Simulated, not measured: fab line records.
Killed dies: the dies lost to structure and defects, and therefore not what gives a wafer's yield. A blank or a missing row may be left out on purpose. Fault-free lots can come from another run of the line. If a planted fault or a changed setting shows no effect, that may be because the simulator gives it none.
Matching of chambers / flow n5-finfet / pecvd-01 running N5_BEOL_M7_DEP_56: 3 sister chambers
The step deposits SiCN from 3MS/NH3, target thk 10 nm, time 17.5 s. 6 wafers are shown with their chamber, then 9 later ones without.

WAFERS, EACH WITH ITS CHAMBER
wafer=L088.1; chamber=0; throttle-valve-pct (%)=9.2; showerhead-plenum-p-Torr (Torr)=3.664
wafer=L088.4; chamber=0; throttle-valve-pct (%)=9.3; showerhead-plenum-p-Torr (Torr)=3.666
wafer=L088.5; chamber=2; throttle-valve-pct (%)=8.8; showerhead-plenum-p-Torr (Torr)=3.667
wafer=L090.3; chamber=1; throttle-valve-pct (%)=9.4; showerhead-plenum-p-Torr (Torr)=3.666
wafer=L090.5; chamber=2; throttle-valve-pct (%)=8.6; showerhead-plenum-p-Torr (Torr)=3.673
wafer=L090.6; chamber=1; throttle-valve-pct (%)=9.6; showerhead-plenum-p-Torr (Torr)=3.659

WAFERS WHOSE CHAMBER IS MISSING
wafer=L092.2; throttle-valve-pct (%)=8.9; showerhead-plenum-p-Torr (Torr)=3.675
wafer=L092.4; throttle-valve-pct (%)=9.0; showerhead-plenum-p-Torr (Torr)=3.681
wafer=L092.6; throttle-valve-pct (%)=9.5; showerhead-plenum-p-Torr (Torr)=3.658
wafer=L094.1; throttle-valve-pct (%)=9.1; showerhead-plenum-p-Torr (Torr)=3.674
wafer=L094.2; throttle-valve-pct (%)=9.6; showerhead-plenum-p-Torr (Torr)=3.661
wafer=L094.6; throttle-valve-pct (%)=9.4; showerhead-plenum-p-Torr (Torr)=3.662
wafer=L095.3; throttle-valve-pct (%)=9.2; showerhead-plenum-p-Torr (Torr)=3.663
wafer=L095.5; throttle-valve-pct (%)=9.3; showerhead-plenum-p-Torr (Torr)=3.672
wafer=L095.6; throttle-valve-pct (%)=9.1; showerhead-plenum-p-Torr (Torr)=3.662

EACH ONE'S CHAMBER
wafer=L092.2; from the rows above=can't be placed: 2 or 0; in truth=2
wafer=L092.4; from the rows above=can't be placed: 2 or 0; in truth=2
wafer=L092.6; from the rows above=can't be placed: 1 or 0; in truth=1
wafer=L094.1; from the rows above=can't be placed: 0 or 2 or 1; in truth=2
wafer=L094.2; from the rows above=1; in truth=1
wafer=L094.6; from the rows above=can't be placed: 1 or 0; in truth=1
wafer=L095.3; from the rows above=can't be placed: 0 or 1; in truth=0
wafer=L095.5; from the rows above=can't be placed: 0 or 1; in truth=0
wafer=L095.6; from the rows above=can't be placed: 0 or 1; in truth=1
Correct placement for 1 of the 9. Not placeable from these rows: 8 (in 8, the candidates include the true chamber). Wrongly placed: 0.
How it was worked out, from the rows above alone: a wafer's distance from a chamber is the root of the sum, over the readings, of the square of ((its reading less the chamber's mean) divided by the reading's scatter). The wafer belongs to the nearest chamber; if the next one is less than 2 further off, it can't be placed. For every chamber, the mean is computed from those of its wafers that are shown. The scatter is the square root of a quotient: the sum, over the shown wafers, of each reading's squared deviation from its chamber's mean, divided by wafers minus chambers.
